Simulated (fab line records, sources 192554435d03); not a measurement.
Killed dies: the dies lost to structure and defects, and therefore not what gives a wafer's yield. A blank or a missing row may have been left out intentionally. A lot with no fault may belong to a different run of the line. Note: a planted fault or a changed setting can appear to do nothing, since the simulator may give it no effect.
Chamber matching	flow n5-finfet	rie-diel-04 running N5_MOL_CONTACT_COAG_DESCUM_13: 4 sister chambers
The step chemistry O2, time 7 s. 4 wafers are shown with their chamber, then 12 later ones without.

EACH WAFER AND ITS CHAMBER
wafer	chamber	drypump-motor-current-A (A)
L085.1	2	5.7
L086.1	3	5.4
L089.1	1	4.7
L089.6	0	5.5

WAFERS MISSING THEIR CHAMBER
wafer	drypump-motor-current-A (A)
L093.1	5.7
L093.4	5.5
L093.6	4.7
L095.2	5.7
L095.3	5.5
L095.6	4.8
L096.1	5.7
L096.3	4.7
L096.5	4.7
L097.3	5.6
L097.4	5.5
L097.6	5.5

WHICH CHAMBER EACH WENT THROUGH
wafer	from the rows above	in truth
L093.1	2	2
L093.4	0	0
L093.6	1	1
L095.2	2	2
L095.3	0	0
L095.6	1	1
L096.1	2	2
L096.3	1	1
L096.5	1	1
L097.3	can't be placed: 0 or 2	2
L097.4	0	0
L097.6	0	0
Correctly placed: 11 of 12. Not placeable from these rows: 1 (in 1, the candidates include the true chamber). Wrongly placed: 0.
How it was worked out, from the rows above alone: a wafer's distance from a chamber is the root of the sum, over the readings, of the square of ((its reading less the chamber's mean) divided by the reading's scatter). If the next closest chamber is less than 2 further off than the closest, the wafer can't be placed; otherwise it belongs to the closest. For every chamber, the mean is computed from those of its wafers that are shown. The scatter (one wafer shown for each chamber): square how far every hidden wafer sits from the nearest shown wafer, average those squares and take the square root.
